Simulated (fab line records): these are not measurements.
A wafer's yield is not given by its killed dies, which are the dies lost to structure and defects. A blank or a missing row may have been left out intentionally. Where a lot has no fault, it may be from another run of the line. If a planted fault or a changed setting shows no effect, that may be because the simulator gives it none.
Matching of chambers | flow nand harc | NHARC_P_M0_PRE_CLEAN_31 on pecvd-02: 3 sister chambers
The step time 12 s. 20 wafers are shown with their chamber, then 10 later ones without.

WAFERS WITH THEIR CHAMBER
wafer  | chamber | heater power w (W) | rf fwd power W (W)
L075.3 | 1       | 667                | 294.0
L075.4 | 2       | 585                | 291.9
L075.6 | 0       | 671                | 293.7
L076.1 | 2       | 603                | 292.8
L076.2 | 1       | 676                | 293.1
L076.6 | 1       | 668                | 293.4
L078.3 | 2       | 591                | 293.2
L078.4 | 2       | 573                | 292.2
L078.5 | 0       | 669                | 293.2
L080.1 | 0       | 606                | 292.3
L080.2 | 1       | 686                | 292.5
L080.3 | 2       | 627                | 292.2
L090.3 | 1       | 697                | 292.5
L090.4 | 2       | 528                | 292.2
L090.6 | 0       | 600                | 292.9
L091.1 | 1       | 602                | 291.5
L091.2 | 0       | 604                | 292.3
L091.4 | 0       | 621                | 292.1
L092.1 | 1       | 661                | 291.9
L092.3 | 0       | 682                | 291.4

SIGNATURES (averages over the wafers above)
reading        | chamber 0 | chamber 1 | chamber 2 | scatter within a chamber
heater power w | 636.14    | 665.29    | 584.50    | 33.4
rf fwd power W | 292.557   | 292.700   | 292.417   | 0.735
Rule: for each reading, subtract the chamber's mean from the wafer's reading, divide by that reading's scatter and square the result; add these up over the readings and take the root, which gives the wafer's distance from the chamber. The wafer belongs to the nearest chamber; if the next one is less than 2 further off, it can't be placed. The scatter: the root of (the sum of the squares of (reading less its chamber's mean) over the shown wafers, divided by (wafers less chambers)).

WAFERS WHOSE CHAMBER IS MISSING
wafer  | heater power w (W) | rf fwd power W (W)
L092.5 | 640                | 291.7
L093.4 | 559                | 292.9
L093.5 | 631                | 292.5
L093.6 | 676                | 292.6
L094.1 | 587                | 294.1
L094.2 | 677                | 293.9
L094.3 | 571                | 292.9
L095.1 | 717                | 292.7
L095.4 | 639                | 292.7
L095.6 | 693                | 292.2

CHAMBER TAKEN BY EACH
wafer  | from the rows above          | in truth
L092.5 | can't be placed: 0 or 1 or 2 | 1
L093.4 | can't be placed: 2 or 0      | 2
L093.5 | can't be placed: 0 or 1 or 2 | 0
L093.6 | can't be placed: 1 or 0      | 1
L094.1 | can't be placed: 2 or 0 or 1 | 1
L094.2 | can't be placed: 1 or 0 or 2 | 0
L094.3 | can't be placed: 2 or 0      | 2
L095.1 | can't be placed: 1 or 0      | 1
L095.4 | can't be placed: 0 or 1 or 2 | 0
L095.6 | can't be placed: 1 or 0      | 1
Placed correctly: 0 of 10. Cannot be placed on the basis of these rows: 10; the candidates contain the true chamber in 10. 0 placed wrongly.
